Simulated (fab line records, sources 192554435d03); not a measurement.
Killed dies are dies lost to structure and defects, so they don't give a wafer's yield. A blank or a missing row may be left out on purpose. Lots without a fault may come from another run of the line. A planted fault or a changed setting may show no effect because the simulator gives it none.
Split-lot experiment | flow n5_finfet | 7 lots, 39 wafers read, on a route of 1938 steps

THE SPLIT
At N5_BEOL_M2_ILD_DEP_00 (deposits SiOC from DEMS/O2, target thk 79 nm, time 15.3 s), the setting time_s was moved away from the recipe's 15.3 s on 12 of the 39 wafers read, by +20.7% to +57.5%. The other wafers ran this setting at the recipe's value.

The file shows no step between the split and the reading.

THE READING
M2_ILD_THK, in nm, at N5_BEOL_M2_THK_MEAS_01. Fault-free wafers of this fab line usually give 79.2 nm, standard deviation 1 nm.

wafer  | tool, chamber at the split | time_s as run, s | against the recipe | M2_ILD_THK, nm | against lot-mates on the recipe
L074.1 | pecvd-02, 1                | 15.3             | recipe             | 79.0           | -
L074.3 | pecvd-02, 0                | 15.3             | recipe             | 78.1           | -
L074.6 | pecvd-02, 2                | 15.3             | recipe             | 80.1           | -
L079.1 | pecvd-03, 0                | 15.3             | recipe             | 80.1           | -
L079.2 | pecvd-03, 1                | 15.3             | recipe             | 80.4           | -
L079.3 | pecvd-03, 2                | 18.9             | +23.5%             | 97.9           | +17.5
L079.4 | pecvd-03, 2                | 18.9             | +23.5%             | 98.8           | +18.4
L079.5 | pecvd-03, 0                | 15.3             | recipe             | 80.6           | -
L079.6 | pecvd-03, 1                | 18.9             | +23.5%             | 99.2           | +18.8
L084.1 | pecvd-03, 1                | 24.09            | +57.5%             | 122.2          | +43.6
L084.2 | pecvd-03, 0                | 15.3             | recipe             | 79.3           | -
L084.3 | pecvd-03, 2                | 15.3             | recipe             | 77.6           | -
L084.4 | pecvd-03, 1                | 24.09            | +57.5%             | 125.6          | +47.0
L084.5 | pecvd-03, 2                | 24.09            | +57.5%             | 124.6          | +46.0
L084.6 | pecvd-03, 0                | 15.3             | recipe             | 79.0           | -
L086.1 | pecvd-03, 0                | 15.3             | recipe             | 78.1           | -
L086.2 | pecvd-03, 2                | 15.3             | recipe             | 78.9           | -
L086.3 | pecvd-03, 1                | 15.3             | recipe             | 78.9           | -
L086.4 | pecvd-03, 1,0              | 15.3             | recipe             | 80.1           | -
L086.5 | pecvd-03, 1,0              | 15.3             | recipe             | 80.1           | -
L086.6 | pecvd-03, 2                | 15.3             | recipe             | 79.5           | -
L088.1 | pecvd-02, 1                | 15.3             | recipe             | 77.9           | -
L088.2 | pecvd-02, 0                | 18.47            | +20.7%             | 93.2           | +14.4
L088.3 | pecvd-02, 2                | 18.47            | +20.7%             | 94.6           | +15.8
L088.4 | pecvd-02, 1                | 15.3             | recipe             | 79.4           | -
L088.5 | pecvd-02, 2                | 15.3             | recipe             | 79.1           | -
L088.6 | pecvd-02, 0                | 18.47            | +20.7%             | 95.0           | +16.2
L090.1 | pecvd-02, 1                | 15.3             | recipe             | 77.8           | -
L090.2 | pecvd-02, 0                | 15.3             | recipe             | 77.1           | -
L090.3 | pecvd-02, 2                | 22.39            | +46.3%             | 114.8          | +36.5
L090.4 | pecvd-02, 0                | 22.39            | +46.3%             | 115.5          | +37.2
L090.5 | pecvd-02, 2                | 15.3             | recipe             | 79.9           | -
L090.6 | pecvd-02, 1                | 22.39            | +46.3%             | 115.0          | +36.7
L093.1 | pecvd-03, 0                | 15.3             | recipe             | 80.0           | -
L093.2 | pecvd-03, 1                | 15.3             | recipe             | 78.9           | -
L093.3 | pecvd-03, 2                | 15.3             | recipe             | 79.4           | -
L093.4 | pecvd-03, 1,0              | 15.3             | recipe             | 80.4           | -
L093.5 | pecvd-03, 1,0              | 15.3             | recipe             | 80.4           | -
L093.6 | pecvd-03, 2                | 15.3             | recipe             | 79.2           | -
Where a row lists several chambers, the file gives one row for several wafers and doesn't say which wafer went through which chamber.

THE FIT
A straight line over all 39 wafers: M2_ILD_THK changes by +0.779 nm for each +1% of time_s; r = +1.00; the points scatter about the line by 1 nm.
The same after taking each lot's own level away (the mean of its wafers on the recipe; 39 wafers): +0.79 nm for each +1%; r = +1.00; scatter 0.84 nm.
On that fit, the largest move of time_s shifts the reading by 45 nm.
The lots' own levels span 78.27 to 80.37 nm, that is 2.1 times the standard deviation above.
So the lot-to-lot level changes the slope little: the two slopes agree.
Check: with one of the wafers moved furthest among these (+57.5%) left out of the fit, the line predicts +45.7 nm for it against its lot-mates. It came out at +43.6 nm against them.

OTHER SPLITS ON THESE WAFERS
These wafers also went through other splits before the reading. Each is held against what the fit with the lots' levels taken away leaves over:
other split on the same wafers    | wafers away from the commonest value | r with M2_ILD_THK (lot level and that fit taken away)
N5_FIN_SAQP_HM_DEP_03 time_s      | 15                                   | +0.07
N5_MOL_CONTACT_COAG_ALD_27 time_s | 12                                   | -0.13
N5_BEOL_M0_DEP_125 time_s         | 12                                   | -0.01

THE WHOLE CHAIN: every reading that the file lists as answering this split, in the file's order
step                   | what it does                                              | reading                                                                            | change (the file's fit)               | r (the file's)
N5_BEOL_M2_ILD_DEP_00  | deposits SiOC from DEMS/O2, target thk 79 nm, time 15.3 s | SiOC_of_BEOL_M2_ILD_DEP_00.thk_nm (the simulator's own value, which no gauge read) | +0.787 nm for each +1% of the setting | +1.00
N5_BEOL_M2_THK_MEAS_01 |                                                           | M2_ILD_THK                                                                         | +0.788 for each +1% of the setting    | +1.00

THE FILE'S OWN FIT
M2_ILD_THK changes by +0.788 nm for each +1% of time_s, r = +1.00.
